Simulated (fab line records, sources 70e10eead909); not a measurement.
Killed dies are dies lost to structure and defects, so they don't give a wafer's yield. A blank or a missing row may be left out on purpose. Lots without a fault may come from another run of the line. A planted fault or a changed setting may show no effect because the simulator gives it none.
Chamber matching | flow nand_harc | NHARC_A_M0_DESCUM_14 on rie_diel-04: 4 sister chambers
The step chemistry O2, time 3 s. 8 wafers are shown with their chamber, then 9 later ones without.

WAFERS WITH THEIR CHAMBER
wafer  | chamber | drypump_motor_current_A (A) | showerhead_plenum_p_Torr (Torr)
L075.4 | 2       | 5.53                        | 1.85
L078.1 | 0       | 5.72                        | 1.87
L078.3 | 2       | 5.55                        | 1.85
L083.2 | 0       | 5.68                        | 1.86
L084.5 | 1       | 6.13                        | 1.92
L086.1 | 3       | 5.36                        | 1.80
L086.3 | 1       | 6.15                        | 1.92
L086.5 | 3       | 5.36                        | 1.80

WAFERS WITHOUT THEIR CHAMBER
wafer  | drypump_motor_current_A (A) | showerhead_plenum_p_Torr (Torr)
L091.1 | 5.70                        | 1.86
L091.2 | 5.54                        | 1.85
L091.6 | 6.09                        | 1.92
L097.1 | 5.36                        | 1.80
L097.2 | 5.55                        | 1.84
L097.5 | 5.55                        | 1.85
L094.2 | 5.36                        | 1.80
L094.4 | 5.56                        | 1.84
L094.6 | 5.76                        | 1.86

WHICH CHAMBER EACH WENT THROUGH
wafer  | from the rows above | in truth
L091.1 | 0                   | 0
L091.2 | 2                   | 2
L091.6 | 1                   | 1
L097.1 | 3                   | 3
L097.2 | 2                   | 2
L097.5 | 2                   | 2
L094.2 | 3                   | 3
L094.4 | 2                   | 2
L094.6 | 0                   | 0
Placed correctly: 9 of 9. Can't be placed from these rows: 0. Placed wrongly: 0.
How it was worked out, from the rows above alone: a wafer's distance from a chamber is the root of the sum, over the readings, of the square of ((its reading less the chamber's mean) divided by the reading's scatter). The wafer belongs to the nearest chamber; if the next one is less than 2 further off, it can't be placed. A chamber's mean is the mean of its shown wafers. The scatter: the root of (the sum of the squares of (reading less its chamber's mean) over the shown wafers, divided by (wafers less chambers)).
